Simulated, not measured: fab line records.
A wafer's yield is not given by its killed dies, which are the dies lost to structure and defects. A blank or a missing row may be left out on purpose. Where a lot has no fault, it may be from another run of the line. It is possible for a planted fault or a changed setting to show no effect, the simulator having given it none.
Matching of chambers ; flow n5 finfet ; N5_SD_EPI_N_ETCH_35 on rie diel-06: 4 sister chambers
The step etches SOC in N2/H2, overetch 108 nm, time 486 s. 8 wafers are shown with their chamber, then 8 later ones without.

WAFERS PAIRED WITH THEIR CHAMBERS
wafer;chamber;showerhead plenum p Torr (Torr);drypump motor current A (A)
L075.2;2;2.58;5.5
L076.3;3;2.66;5.2
L082.3;3;2.66;5.1
L082.4;1;2.61;5.7
L082.6;1;2.61;5.7
L084.1;2;2.57;5.5
L084.5;0;2.47;5.9
L088.1;0;2.46;5.9

WAFERS MISSING THEIR CHAMBER
wafer;showerhead plenum p Torr (Torr);drypump motor current A (A)
L088.2;2.57;5.5
L088.3;2.65;5.1
L088.4;2.60;5.6
L088.5;2.57;5.5
L088.6;2.65;5.2
L092.2;2.46;5.9
L092.4;2.57;5.5
L092.5;2.65;5.1

CHAMBER TAKEN BY EACH
wafer;from the rows above;in truth
L088.2;2;2
L088.3;3;3
L088.4;1;1
L088.5;2;2
L088.6;3;3
L092.2;0;0
L092.4;2;2
L092.5;3;3
Correctly placed: 8 of 8. Can't be placed from these rows: 0. Placed wrongly: 0.
How it was worked out, from the rows above alone: a wafer's distance from a chamber is the root of the sum, over the readings, of the square of ((its reading less the chamber's mean) divided by the reading's scatter). The wafer belongs to the nearest chamber; if the next one is less than 2 further off, it can't be placed. The mean given for a chamber averages the wafers shown for that chamber. How the scatter is found: for the shown wafers, subtract from each reading the mean of its chamber, square and add these, divide the total by (wafers less chambers), then take the root.
